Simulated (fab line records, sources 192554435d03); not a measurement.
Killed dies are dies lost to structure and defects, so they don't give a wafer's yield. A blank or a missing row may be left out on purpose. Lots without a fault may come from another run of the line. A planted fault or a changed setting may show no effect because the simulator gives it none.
Chamber matching | flow n5_finfet | N5_BEOL_M3_ALD_98 on ald_sin-02: 4 sister chambers
The step deposits SiO2, target thk 2.5 nm, pulse time 1 s, co reactant pulse time 1 s. 8 wafers are shown with their chamber, then 11 later ones without.

WAFERS WITH THEIR CHAMBER
wafer  | chamber | heater_power_w (W) | precursor_pulse_height_rel
L078.1 | 3       | 74                 | 0.973
L082.6 | 1       | 75                 | 0.963
L086.5 | 2       | 74                 | 1.011
L087.1 | 2       | 69                 | 1.003
L090.2 | 3       | 76                 | 0.982
L090.4 | 0       | 67                 | 1.015
L090.6 | 0       | 67                 | 0.980
L092.4 | 1       | 73                 | 1.003

WAFERS WITHOUT THEIR CHAMBER
wafer  | heater_power_w (W) | precursor_pulse_height_rel
L092.5 | 71                 | 0.993
L092.6 | 75                 | 1.009
L094.2 | 74                 | 1.001
L094.4 | 74                 | 1.014
L094.6 | 72                 | 1.007
L095.1 | 76                 | 0.992
L095.4 | 76                 | 0.991
L095.5 | 72                 | 1.023
L096.2 | 76                 | 1.006
L096.4 | 72                 | 1.027
L096.6 | 71                 | 0.986

WHICH CHAMBER EACH WENT THROUGH
wafer  | from the rows above               | in truth
L092.5 | can't be placed: 2 or 1 or 0 or 3 | 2
L092.6 | can't be placed: 1 or 3 or 2      | 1
L094.2 | can't be placed: 1 or 2 or 3      | 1
L094.4 | can't be placed: 2 or 1 or 3      | 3
L094.6 | can't be placed: 2 or 1 or 3      | 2
L095.1 | can't be placed: 3 or 1 or 2      | 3
L095.4 | can't be placed: 3 or 1 or 2      | 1
L095.5 | can't be placed: 2 or 1 or 3 or 0 | 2
L096.2 | can't be placed: 1 or 3 or 2      | 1
L096.4 | can't be placed: 2 or 1 or 0 or 3 | 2
L096.6 | can't be placed: 2 or 1 or 3 or 0 | 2
Placed correctly: 0 of 11. Can't be placed from these rows: 11 (the true chamber is among the candidates in 11). Placed wrongly: 0.
How it was worked out, from the rows above alone: a wafer's distance from a chamber is the root of the sum, over the readings, of the square of ((its reading less the chamber's mean) divided by the reading's scatter). The wafer belongs to the nearest chamber; if the next one is less than 2 further off, it can't be placed. A chamber's mean is the mean of its shown wafers. The scatter: the root of (the sum of the squares of (reading less its chamber's mean) over the shown wafers, divided by (wafers less chambers)).
